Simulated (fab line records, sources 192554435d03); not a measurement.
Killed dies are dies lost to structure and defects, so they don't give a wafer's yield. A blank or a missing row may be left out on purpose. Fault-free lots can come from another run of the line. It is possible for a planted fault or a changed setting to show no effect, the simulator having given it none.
Which of the tools did it? + flow n5 finfet + 27 wafers from 9 lots sampled at 6 of the route's 1938 steps

## WHAT EACH GAUGE READ, for each wafer
N5_SD_EPI_N_OVL_MEAS_10.
| lot  | measured    | on         | SD_N_BLK_OVL (nm) |
|------|-------------|------------|-------------------|
| L925 | day 3 02:49 | overlay-02 | -0.8 0.2 0.3      |
| L927 | day 3 12:47 | overlay-01 | 0.4 0.2 0.4       |
| L930 | day 4 05:57 | overlay-01 | -0.4 0.7 0.3      |
| L935 | day 5 11:40 | overlay-01 | -0.1 0.2 0.9      |
| L938 | day 6 06:54 | overlay-02 | -0.6 1.1 0.2      |
| L940 | day 6 18:36 | overlay-01 | -0.9 0.3 -0.6     |
| L941 | day 6 23:37 | overlay-02 | 0.3 0.2 0.0       |
| L942 | day 7 06:15 | overlay-01 | -0.9 1.5 -1.0     |
| L946 | day 8 07:01 | overlay-02 | -1.6 -1.2 -0.4    |

N5_SD_EPI_P_CD_MEAS_09 targets a cd of 240 nm.
| lot  | measured    | on        | cd nm (nm)        |
|------|-------------|-----------|-------------------|
| L925 | day 3 07:06 | cd sem-01 | 240.0 240.5 240.5 |
| L927 | day 3 17:22 | cd sem-01 | 239.8 240.2 239.9 |
| L930 | day 4 10:31 | cd sem-03 | 240.2 239.3 240.2 |
| L935 | day 5 16:02 | cd sem-03 | 240.7 241.2 240.6 |
| L938 | day 6 11:21 | cd sem-03 | 239.3 239.3 240.1 |
| L940 | day 6 22:58 | cd sem-02 | 240.0 239.8 239.3 |
| L941 | day 7 04:09 | cd sem-03 | 225.0 224.0 225.0 |
| L942 | day 7 11:09 | cd sem-02 | 224.6 224.9 224.9 |
| L946 | day 8 12:10 | cd sem-03 | 240.8 241.4 241.0 |

N5_SD_EPI_P_INSPECT_11: inspects for defects (macro).
| lot  | measured    | on                | raw defect count |
|------|-------------|-------------------|------------------|
| L925 | day 3 07:10 | defect inspect-02 | 4 3 1            |
| L927 | day 3 17:25 | defect inspect-01 | 3 4 5            |
| L930 | day 4 10:34 | defect inspect-02 | 1 3 2            |
| L935 | day 5 16:05 | defect inspect-01 | 1 3 2            |
| L938 | day 6 11:24 | defect inspect-01 | 2 1 3            |
| L940 | day 6 23:01 | defect inspect-02 | 2 1 1            |
| L941 | day 7 04:13 | defect inspect-01 | 4 0 3            |
| L942 | day 7 11:13 | defect inspect-01 | 2 2 3            |
| L946 | day 8 12:13 | defect inspect-02 | 1 4 2            |

N5_BEOL_M4_RC_MEAS_101.
| lot  | measured     | on        | DIBL_N (mV/V)  | DIBL_P (mV/V)  | IOFF_N (nA/um)    | IOFF_P (nA/um)    | ION_N (uA/um) | ION_P (uA/um) | SS_N (mV/dec)  | SS_P (mV/dec)  | VT_N (mV)         | VT_P (mV)            |
|------|--------------|-----------|----------------|----------------|-------------------|-------------------|---------------|---------------|----------------|----------------|-------------------|----------------------|
| L925 | day 7 23:53  | prober-01 | 39.0 39.4 40.5 | 37.2 37.7 39.9 | 0.176 0.183 0.224 | 0.213 0.222 0.259 | 686 683 697   | 469 461 477   | 73.3 72.5 72.8 | 74.2 74.1 74.2 | 247.0 247.6 244.5 | -251.2 -249.5 -250.8 |
| L927 | day 8 07:36  | prober-02 | 37.7 34.9 37.6 | 38.0 34.4 37.3 | 0.170 0.125 0.170 | 0.216 0.167 0.201 | 667 657 672   | 457 453 456   | 71.6 70.8 71.3 | 74.3 73.3 74.2 | 249.1 255.3 251.2 | -252.6 -256.2 -253.2 |
| L930 | day 9 02:28  | prober-02 | 36.6 36.0 35.3 | 37.2 36.3 35.5 | 0.147 0.145 0.134 | 0.204 0.201 0.183 | 679 694 665   | 463 469 460   | 72.0 71.6 71.7 | 73.4 72.9 73.3 | 249.0 250.9 251.9 | -249.7 -250.8 -252.3 |
| L935 | day 10 04:52 | prober-01 | 37.0 36.2 35.5 | 36.6 35.5 34.2 | 0.162 0.148 0.134 | 0.231 0.208 0.188 | 680 674 671   | 472 463 462   | 71.5 71.1 71.2 | 73.0 72.7 71.7 | 248.9 249.8 249.6 | -249.5 -251.7 -250.8 |
| L938 | day 10 14:43 | prober-02 | 36.2 35.1 34.2 | 36.7 35.4 33.9 | 0.164 0.143 0.132 | 0.205 0.187 0.176 | 681 671 671   | 464 459 458   | 71.7 71.8 71.3 | 72.6 72.5 72.5 | 250.9 252.5 251.3 | -250.8 -251.6 -253.4 |
| L940 | day 11 21:14 | prober-01 | 37.2 35.0 36.2 | 35.4 34.6 35.3 | 0.176 0.140 0.156 | 0.210 0.197 0.205 | 665 667 663   | 452 457 456   | 72.6 72.0 71.8 | 73.9 73.3 73.6 | 250.9 252.5 250.5 | -251.1 -249.8 -248.8 |
| L941 | day 12 01:38 | prober-01 | 33.6 34.6 35.3 | 33.9 35.4 36.2 | 0.125 0.136 0.144 | 0.181 0.197 0.205 | 662 671 667   | 457 463 457   | 70.7 71.0 71.8 | 72.4 73.3 73.4 | 255.2 252.1 253.1 | -250.4 -249.0 -250.7 |
| L942 | day 12 04:25 | prober-01 | 34.8 35.5 36.8 | 34.5 35.5 36.3 | 0.125 0.136 0.145 | 0.172 0.194 0.209 | 655 660 659   | 449 458 458   | 71.9 71.4 71.2 | 72.9 73.9 73.0 | 256.1 254.0 250.3 | -255.7 -254.8 -253.4 |
| L946 | day 12 23:37 | prober-02 | 38.7 37.7 38.3 | 40.7 40.3 41.4 | 0.203 0.184 0.213 | 0.250 0.238 0.267 | 671 675 679   | 462 457 461   | 73.0 72.1 72.4 | 74.1 74.4 73.9 | 248.8 249.9 248.1 | -248.9 -249.7 -247.8 |

## EACH LOT AND THE TOOL THAT RAN IT (in order: tool; ch and the chambers of the sampled wafers; start)
| lot  | N5_SD_EPI_N_ETCH_34               | N5_SD_EPI_P_PEB_07               |
|------|-----------------------------------|----------------------------------|
| L925 | rie diel-05 ch 0,2, day 3 02:55   | litho track-01 ch 0, day 3 07:02 |
| L927 | rie diel-06 ch 0,1,3, day 3 12:53 | litho track-04 ch 0, day 3 17:18 |
| L930 | rie diel-02 ch 0,3, day 4 06:02   | litho track-04 ch 0, day 4 10:27 |
| L935 | rie diel-05 ch 1,2, day 5 11:50   | litho track-04 ch 0, day 5 15:58 |
| L938 | rie diel-06 ch 1,2,3, day 6 06:59 | litho track-01 ch 0, day 6 11:17 |
| L940 | rie diel-02 ch 0,1, day 6 18:45   | litho track-05 ch 0, day 6 22:53 |
| L941 | rie diel-02 ch 0,1, day 6 23:50   | litho track-04 ch 0, day 7 04:05 |
| L942 | rie diel-06 ch 0,1, day 7 06:26   | litho track-04 ch 0, day 7 11:05 |
| L946 | rie diel-06 ch 0,1,2, day 8 07:07 | litho track-05 ch 0, day 8 12:06 |
- N5_SD_EPI_N_ETCH_34: etches SiARC in CF4, target depth 45.5 nm, time 75.8 s.
- N5_SD_EPI_P_PEB_07: peb time 60 s.

## WHAT THE TOOLS THEMSELVES READ (means of the sampled wafers that have a number; where no wafer has one, the mark that the record gives instead)
N5_SD_EPI_N_ETCH_34.
| lot  | tool        | bias w (W) | chamber pressure mTorr (mTorr) | drypump motor current A (A) | etch rf on time s (s) | mfc ar sccm (sccm) | oes product au (a.u.) | rf vpp V (V) | showerhead plenum p Torr (Torr) | throttle valve pct (%) |
|------|-------------|------------|--------------------------------|-----------------------------|-----------------------|--------------------|-----------------------|--------------|---------------------------------|------------------------|
| L925 | rie diel-05 | 36.00      | 40.01                          | 5.8                         | 74.7                  | 100.2              | 0.73                  | 184.3        | 2.14                            | 15.54                  |
| L927 | rie diel-06 | 35.99      | 39.99                          | 6.0                         | 75.6                  | 100.3              | 0.64                  | 183.8        | 2.11                            | 15.76                  |
| L930 | rie diel-02 | 36.05      | 39.97                          | 6.0                         | 77.2                  | 100.1              | 0.62                  | 183.6        | 2.05                            | 15.85                  |
| L935 | rie diel-05 | 36.08      | 39.99                          | 5.5                         | 76.2                  | 100.2              | 0.58                  | 183.9        | 2.13                            | 15.83                  |
| L938 | rie diel-06 | 36.09      | 40.01                          | 6.0                         | 75.7                  | 99.9               | 0.63                  | 184.1        | 2.11                            | 15.68                  |
| L940 | rie diel-02 | 35.98      | 39.99                          | 5.3                         | 77.0                  | 99.8               | 0.62                  | 183.3        | 2.05                            | 15.68                  |
| L941 | rie diel-02 | 36.08      | 39.98                          | 5.6                         | 78.5                  | 100.0              | 0.61                  | 182.0        | 2.04                            | 15.71                  |
| L942 | rie diel-06 | 36.08      | 39.98                          | 5.9                         | 75.5                  | 99.9               | 0.76                  | 183.9        | 2.12                            | 15.56                  |
| L946 | rie diel-06 | 36.00      | 40.00                          | 5.9                         | 75.3                  | 99.9               | 0.75                  | 183.3        | 2.11                            | 15.47                  |

N5_SD_EPI_P_PEB_07.
| lot  | tool           | heater power total W (W) | plate temp C (C) |
|------|----------------|--------------------------|------------------|
| L925 | litho track-01 | 173.5                    | 109.96           |
| L927 | litho track-04 | 175.3                    | 109.89           |
| L930 | litho track-04 | 176.8                    | 109.91           |
| L935 | litho track-04 | 174.6                    | 110.01           |
| L938 | litho track-01 | 174.2                    | 110.07           |
| L940 | litho track-05 | 175.7                    | 110.08           |
| L941 | litho track-04 | 225.8                    | -                |
| L942 | litho track-04 | 223.8                    | -                |
| L946 | litho track-05 | 173.2                    | 110.06           |

## THE ANSWER, worked out from the rows above alone
Rule: the usual values come from the lots themselves. The widest of any qualifying gaps counts: lots, ordered by their means at a reading, are off when they make up no more than a third of the lots, leave a main group of 4 or more, and stand apart from it by 3 or more times the standard deviation of that group's means. Not used: any main group whose means are identical at the precision the tables above print for the reading. A lot without any number at a reading at which 4 lots or more have one is off too. All remaining lots with rows at the step are treated as sound. Order of review: gauges by route order, followed by the tools' own readings, for which a lot's mean as printed above is used. At the first step where some lot is off, the reading lying furthest off is the one used; lots without a number count as furthest.
Off at N5_SD_EPI_P_CD_MEAS_09 (cd nm): L941, L942. Main group: mean 240.2 nm, sd 0.53.
If a tool, at a process step before that reading, ran all the lots that are off and no sound lot after the first of them, it fits. Not tried: the gauges at N5_SD_EPI_P_CD_MEAS_09; whatever is off there is also off at N5_SD_EPI_P_PEB_07, on other tools, and gauge error can't account for it. One fits: litho track-04 at N5_SD_EPI_P_PEB_07. A fault onset in the window from L935 (day 5 15:58, its last sound lot) to L941 (day 7 04:05, its first lot off) fits.
On the lots that are off, the tool's own readings at N5_SD_EPI_P_PEB_07 differ by more than 5 times the standard deviation of the sound lots' means, which bears it out; heater power total W reads 224.8 W there versus 174.8 W on the sound lots.
Blank at N5_SD_EPI_P_PEB_07 on the lots that are off, where sound lots have numbers: plate temp C.

## WHAT HAD BEEN PUT IN BY THE SIMULATOR
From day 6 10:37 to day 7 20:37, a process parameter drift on litho track-04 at N5_SD_EPI_P_PEB_07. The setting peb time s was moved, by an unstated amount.
Shown lots that were struck: L941, L942. The rule above reached the same finding.
